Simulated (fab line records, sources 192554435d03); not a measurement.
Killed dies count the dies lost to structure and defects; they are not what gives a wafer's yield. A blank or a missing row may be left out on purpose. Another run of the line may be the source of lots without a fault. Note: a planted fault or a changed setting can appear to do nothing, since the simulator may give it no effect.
One fault seen from 2 desks + flow n5Finfet + numbers are kept per desk, each desk with only its own; the story behind them comes last

METROLOGY DESK
Lot by lot, what the gauges showed, no matter which tool ran the lot: averages of those sampled wafers that carry a number. If a lot's mean is further than 4 standard deviations from the usual mean, the lot is out of limits and carries the mark OUT (the distance appears in the brackets). Readings shown: 7 of its 10, picked as those furthest out on some lot.
Columns: A = DIBL_N at N5_BEOL_M4_RC_MEAS_101, usual 36.4 mV/V; B = IOFF_P at N5_BEOL_M4_RC_MEAS_101, usual 0.211 nA/um; C = ION_N at N5_BEOL_M4_RC_MEAS_101, usual 671 uA/um; D = ION_P at N5_BEOL_M4_RC_MEAS_101, usual 462 uA/um; E = SS_P at N5_BEOL_M4_RC_MEAS_101, usual 73.4 mV/dec; F = VT_N at N5_BEOL_M4_RC_MEAS_101, usual 250.1 mV; G = VT_P at N5_BEOL_M4_RC_MEAS_101, usual -250.1 mV
| lot  | first seen here | A    | B     | C   | D   | E    | F     | G      |
|------|-----------------|------|-------|-----|-----|------|-------|--------|
| L453 | day 7 23:52     | 35.6 | 0.194 | 675 | 461 | 72.4 | 249.9 | -251.8 |
| L455 | day 8 10:45     | 36.7 | 0.249 | 670 | 469 | 73.8 | 248.9 | -246.8 |
| L456 | day 8 18:28     | 36.8 | 0.203 | 669 | 458 | 73.4 | 253.1 | -251.4 |
| L457 | day 8 18:59     | 35.6 | 0.167 | 666 | 451 | 73.5 | 250.3 | -255.5 |
| L460 | day 9 16:14     | 36.8 | 0.232 | 675 | 464 | 73.5 | 248.4 | -246.8 |
| L463 | day 10 14:41    | 34.4 | 0.221 | 668 | 462 | 73.0 | 250.9 | -248.6 |
| L472 | day 12 16:26    | 37.4 | 0.216 | 676 | 460 | 73.5 | 249.1 | -249.6 |
| L476 | day 13 20:34    | 37.5 | 0.175 | 680 | 457 | 73.4 | 248.1 | -256.7 |
This desk's verdict: no lot among the 8 shows anything out of limits.

TOOL OWNER'S DESK, rieDiel-01
The tool's own readings at N5_BEOL_M4_ETCH_70 (etches SOC in N2/H2, target depth 80 nm, overetch 24 nm, time 130 s): means of the sampled wafers that have a number, for each lot that ran on this tool. If a lot's mean is further than 4 standard deviations from the usual mean, the lot is out of limits and carries the mark OUT (the distance appears in the brackets).
Columns: A = drypumpMotorCurrentA at N5_BEOL_M4_ETCH_70, usual 5.7 A; B = oesProductAu at N5_BEOL_M4_ETCH_70, usual 0.59 a.u.; C = rfVppV at N5_BEOL_M4_ETCH_70, usual 524.3 V; D = showerheadPlenumPTorr at N5_BEOL_M4_ETCH_70, usual 2.56 Torr; E = tempC at N5_BEOL_M4_ETCH_70, usual 40.01 C; F = throttleValvePct at N5_BEOL_M4_ETCH_70, usual 17.80 %
| lot  | first seen here | A   | B    | C     | D    | E                | F     |
|------|-----------------|-----|------|-------|------|------------------|-------|
| L455 | day 8 03:47     | 5.3 | 0.63 | 523.6 | 2.54 | 40.06            | 17.73 |
| L456 | day 8 14:05     | 5.1 | 0.62 | 522.6 | 2.50 | 40.03            | 17.57 |
| L472 | day 12 11:45    | 5.4 | 0.63 | 524.5 | 2.56 | 40.57 (+5.1) OUT | 17.76 |
This desk's finding: out of limits on L472; first on L472, day 12 11:45 (tempC at N5_BEOL_M4_ETCH_70). In limits: L455, L456.

BROUGHT TOGETHER
The tool owner's desk could have raised an alarm at day 12 11:45, on L472.
Nothing out of limits was seen by the metrology desk.
The metrology desk has L472 on record, within its limits.
All the named lots went through N5_BEOL_M4_ETCH_70 on rieDiel-01.

WHAT WAS PUT IN BY THE SIMULATOR
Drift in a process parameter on rieDiel-01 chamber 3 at N5_BEOL_M4_ETCH_70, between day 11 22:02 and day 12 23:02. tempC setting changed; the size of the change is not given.
Lots struck among those shown: L472.
Delay in hours, fault start to first out-of-limits reading, by desk: the tool owner's desk at 14.
